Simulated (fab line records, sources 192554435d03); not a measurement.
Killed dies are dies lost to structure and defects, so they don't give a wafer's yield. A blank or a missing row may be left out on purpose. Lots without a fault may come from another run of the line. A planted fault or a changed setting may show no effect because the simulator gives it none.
Chamber matching | flow n5_finfet | N5_MOL_CONTACT_COAG_STRIP_98 on rie_diel-04: 4 sister chambers
The step strips in N2/H2. 8 wafers are shown with their chamber, then 9 later ones without.

WAFERS WITH THEIR CHAMBER
wafer  | chamber | showerhead_plenum_p_Torr (Torr) | throttle_valve_pct (%)
L080.2 | 0       | 3.37                            | 18.2
L080.6 | 0       | 3.37                            | 18.1
L082.1 | 3       | 3.47                            | 19.6
L083.2 | 1       | 3.33                            | 19.3
L083.4 | 1       | 3.33                            | 19.2
L089.3 | 2       | 3.31                            | 19.1
L089.4 | 3       | 3.46                            | 19.6
L089.6 | 2       | 3.31                            | 19.0

WAFERS WITHOUT THEIR CHAMBER
wafer  | showerhead_plenum_p_Torr (Torr) | throttle_valve_pct (%)
L092.1 | 3.30                            | 19.1
L092.4 | 3.31                            | 19.3
L092.6 | 3.35                            | 18.2
L095.4 | 3.30                            | 19.0
L095.5 | 3.31                            | 19.3
L095.6 | 3.35                            | 18.2
L097.1 | 3.31                            | 19.3
L097.4 | 3.30                            | 19.1
L097.5 | 3.31                            | 19.3

WHICH CHAMBER EACH WENT THROUGH
wafer  | from the rows above     | in truth
L092.1 | 2                       | 2
L092.4 | can't be placed: 2 or 1 | 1
L092.6 | 0                       | 0
L095.4 | 2                       | 2
L095.5 | can't be placed: 2 or 1 | 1
L095.6 | 0                       | 0
L097.1 | can't be placed: 2 or 1 | 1
L097.4 | 2                       | 2
L097.5 | can't be placed: 2 or 1 | 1
Placed correctly: 5 of 9. Can't be placed from these rows: 4 (the true chamber is among the candidates in 4). Placed wrongly: 0.
How it was worked out, from the rows above alone: a wafer's distance from a chamber is the root of the sum, over the readings, of the square of ((its reading less the chamber's mean) divided by the reading's scatter). The wafer belongs to the nearest chamber; if the next one is less than 2 further off, it can't be placed. A chamber's mean is the mean of its shown wafers. The scatter: the root of (the sum of the squares of (reading less its chamber's mean) over the shown wafers, divided by (wafers less chambers)).
